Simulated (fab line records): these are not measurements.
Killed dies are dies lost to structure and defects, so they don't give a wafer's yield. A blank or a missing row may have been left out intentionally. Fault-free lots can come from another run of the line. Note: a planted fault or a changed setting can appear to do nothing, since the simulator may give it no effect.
Lot-split experiment	flow n5_finfet	39 wafers read from 7 lots, route of 1938 steps

## THE SPLIT ITSELF
At N5_PASSIVATION_ETCH_59 (etches TaN in Cl2/BCl3, target depth 65 nm, time 34.9 s), the setting time_s was moved away from the recipe's 34.9 s on 18 of the 39 wafers read, by -56.9% to +48.3%. For the rest of the wafers, this setting stayed at what the recipe calls for.

The reading is taken at the split's own step.

## THE READING
etch.depth_nm (the simulator's own value, which no gauge read), in nm, at N5_PASSIVATION_ETCH_59 (etches TaN in Cl2/BCl3, target depth 65 nm, time 34.9 s). There is no usual value for it anywhere in the file. Across the 21 wafers here that went through the recipe, the average is 64.73 nm and the standard deviation 0.89 nm.

wafer	tool, chamber at the split	time_s as run, s	against the recipe	etch.depth_nm, nm	against lot-mates on the recipe
L075.1	rie_metal-01, 0	44.56	+27.7%	81.72	+17.93
L075.2	rie_metal-01, 1	34.9	recipe	63.26	-
L075.3	rie_metal-01, 1	44.56	+27.7%	81.19	+17.40
L075.4	rie_metal-01, 0	34.9	recipe	64.58	-
L075.5	rie_metal-01, 1	34.9	recipe	63.53	-
L075.6	rie_metal-01, 0	44.56	+27.7%	82.32	+18.53
L085.1	rie_metal-03, 0	34.9	recipe	64.75	-
L085.2	rie_metal-03, 1	42.99	+23.2%	81.25	+16.69
L085.3	rie_metal-03, 1	42.99	+23.2%	81.14	+16.58
L085.4	rie_metal-03, 0	34.9	recipe	64.42	-
L085.5	rie_metal-03, 0	34.9	recipe	64.52	-
L085.6	rie_metal-03, 1	42.99	+23.2%	81.75	+17.19
L092.1	rie_metal-01, 0	34.9	recipe	64.3	-
L092.4	rie_metal-01, 1	34.9	recipe	63.86	-
L092.5	rie_metal-01, 0	34.9	recipe	64.68	-
L091.1	rie_metal-03, 1	34.9	recipe	65.73	-
L091.2	rie_metal-03, 0	15.2	-56.4%	28.35	-37.21
L091.3	rie_metal-03, 0	34.9	recipe	65.03	-
L091.4	rie_metal-03, 1	34.9	recipe	65.91	-
L091.5	rie_metal-03, 1	15.2	-56.4%	28.58	-36.98
L091.6	rie_metal-03, 0	15.2	-56.4%	28.5	-37.06
L094.1	rie_metal-01, 1	40.74	+16.7%	75.97	+11.20
L094.2	rie_metal-01, 0	34.9	recipe	65.16	-
L094.3	rie_metal-01, 1	34.9	recipe	64.68	-
L094.4	rie_metal-01, 0	40.74	+16.7%	76.25	+11.48
L094.5	rie_metal-01, 1	34.9	recipe	64.47	-
L094.6	rie_metal-01, 0	40.74	+16.7%	75.95	+11.18
L095.1	rie_metal-03, 1	34.9	recipe	65.64	-
L095.2	rie_metal-03, 0	51.75	+48.3%	95.35	+30.73
L095.3	rie_metal-03, 1	51.75	+48.3%	97.02	+32.40
L095.4	rie_metal-03, 0	34.9	recipe	64.28	-
L095.5	rie_metal-03, 1	51.75	+48.3%	97.55	+32.93
L095.6	rie_metal-03, 0	34.9	recipe	63.93	-
L096.1	rie_metal-02, 0	15.03	-56.9%	27.73	-37.83
L096.2	rie_metal-02, 1	34.9	recipe	66.39	-
L096.3	rie_metal-02, 1	34.9	recipe	66.61	-
L096.4	rie_metal-02, 0	34.9	recipe	63.69	-
L096.5	rie_metal-02, 1	15.03	-56.9%	28.9	-36.66
L096.6	rie_metal-02, 0	15.03	-56.9%	27.41	-38.15

THE FIT
A straight line over all 39 wafers: etch.depth_nm changes by +0.65 nm for each +1% of time_s; r = +1.00; the points scatter about the line by 0.94 nm.
The same after taking each lot's own level away (the mean of its wafers on the recipe; 39 wafers): +0.663 nm for each +1%; r = +1.00; scatter 0.74 nm.
Per that fit: largest time_s move, reading shift of 38 nm.
From 63.790 to 65.563 nm: that is the span of the lots' own levels, equal to 2.0 times the standard deviation above.
The two slopes agree, so the slope changes little with the lot-to-lot level.
Check: for one of the wafers moved furthest among these (-56.9%), held out of the fit, the line's prediction against its lot-mates is -37.5 nm. It came out at -37.8 nm against them.

## FURTHER SPLITS ON THESE WAFERS
Other splits were also applied to these wafers ahead of the reading. Each is held against what the fit with the lots' levels taken away leaves over:
other split on the same wafers	wafers away from the commonest value	r with etch.depth_nm (lot level and that fit taken away)
N5_MIM_BOT_SPUTTER_00 target_thk_a	12	-0.38

## FILE'S OWN FIT
etch.depth_nm changes by +0.663 nm for each +1% of time_s, r = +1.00.
